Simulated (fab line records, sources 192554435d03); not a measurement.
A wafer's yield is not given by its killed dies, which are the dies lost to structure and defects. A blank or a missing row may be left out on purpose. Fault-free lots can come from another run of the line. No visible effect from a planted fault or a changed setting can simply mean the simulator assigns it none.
A struck lot beside a sound one ; flow n5 finfet ; 20 out of 1938 route steps
Sound: wafers L818.1, L818.2, L818.6. Wafers struck: L812.3, L812.5. At the end, the cause is stated.
Per side, at each step with rows, come the tool, then ch with its chambers, and then its first start. Under that, the readings that differ: sound wafers ; struck wafers ; difference of the means ; sigmas: that difference in standard deviations of wafers without a fault.
alike: readings whose means differ by less than 2 such deviations, and words and numbers that are the same on both sides. not compared: withheld readings, readings that some wafer has no value for, bounds like >300 that may hide the same value, and numbers for which the record gives no deviation and whose values overlap.
Wherever a step has rows on one side only, a row that says differs or no value, or a row with sigmas, the two part there. When numbers do not overlap yet have no deviation, they are printed without sigmas and do not part them. A reading missing from all wafers of one side parts the sides only when that side holds two or more wafers.

first, 1 step without rows for these wafers: N5_PASSIVATION_STRIP_14 (strips in O2).
N5_PASSIVATION_ETCH_15: etches SiCN in CF4/N2, target depth 75 nm, time 81.2 s.
  sound: rie diel-05 ch 1,2; struck: rie diel-06 ch 0,1
  alike: drypump motor current A, oes product au, rf vpp V, showerhead plenum p Torr, throttle valve pct
  not compared: rf hours counter h
then, 2 steps without rows for these wafers: N5_PASSIVATION_STRIP_73 (strips in post etch residue remover, time 60 s); N5_PASSIVATION_SRD_17 (time 30 s, dry time 30 s).
N5_PASSIVATION_DEGAS_18: time 60 s.
  sound: pvd sputter-02 at day 17 19:14; struck: pvd sputter-03 at day 16 18:01
  alike: heater power w
N5_PASSIVATION_PRE_CLEAN_19:
  sound: pvd sputter-02 at day 17 19:16; struck: pvd sputter-03 at day 16 18:04
  alike: heater power w
N5_PASSIVATION_SPUTTER_20: material TaN, target thk 50 nm.
  sound: pvd sputter-02 at day 17 19:19; struck: pvd sputter-03 at day 16 18:06
  alike: substrate temp c, throttle valve pct
N5_PASSIVATION_AL_DEP_21: deposits Al, target thk 2800 nm, time 170 s.
  sound: pvd sputter-02 at day 17 19:25; struck: pvd sputter-03 at day 16 18:12
  alike: substrate temp c, throttle valve pct
then, 4 steps without rows for these wafers: N5_PASSIVATION_HMDS_23 (time 60 s); N5_PASSIVATION_COAT_24; N5_PASSIVATION_EBR_26; N5_PASSIVATION_SOFTBAKE_25 (time 90 s).
N5_PASSIVATION_EXPOSE_27: exposes mask PAD, defocus 0 nm.
  sound on krf scanner-01 ch 0, day 17 19:43; struck on krf scanner-02 ch 0, day 16 18:31
reading;sound;struck;difference;sigmas
model.PASSIVATION.overlay x nm (nm);-3.4 -3.4 -3.4;240.2 240.2;+243.6;
  alike: mask
then, 3 steps without rows for these wafers: N5_PASSIVATION_PEB_28; N5_PASSIVATION_DEVELOP_29 (develop time 60 s); N5_PASSIVATION_HARDBAKE_31 (time 120 s).
N5_PASSIVATION_CD_MEAS_30: the cd target is 4000 nm.
  sound on cd sem-01 ch 0, day 17 19:53; struck on cd sem-01 ch 0, day 16 18:41
  alike: cd nm
N5_PASSIVATION_OVL_MEAS_63:
  sound on overlay-01 ch 0, day 17 19:55; struck on overlay-02 ch 0, day 16 18:43
reading;sound;struck;difference;sigmas
PAD_OVL (nm);-2 -8 -9;233 238;+242;+37
N5_PASSIVATION_INSPECT_64: inspects for defects (macro).
  sound: defect inspect-02 at day 17 19:56; struck: defect inspect-02 at day 16 18:44
  alike: raw defect count
then, 1 step without rows for these wafers: N5_PASSIVATION_PROBE_49.

## WHERE THEY PART
N5_PASSIVATION_OVL_MEAS_63 only, going by this record. Later steps at which nothing parts them and some readings are alike: N5_PASSIVATION_INSPECT_64.

WHY: whatever the simulator had introduced
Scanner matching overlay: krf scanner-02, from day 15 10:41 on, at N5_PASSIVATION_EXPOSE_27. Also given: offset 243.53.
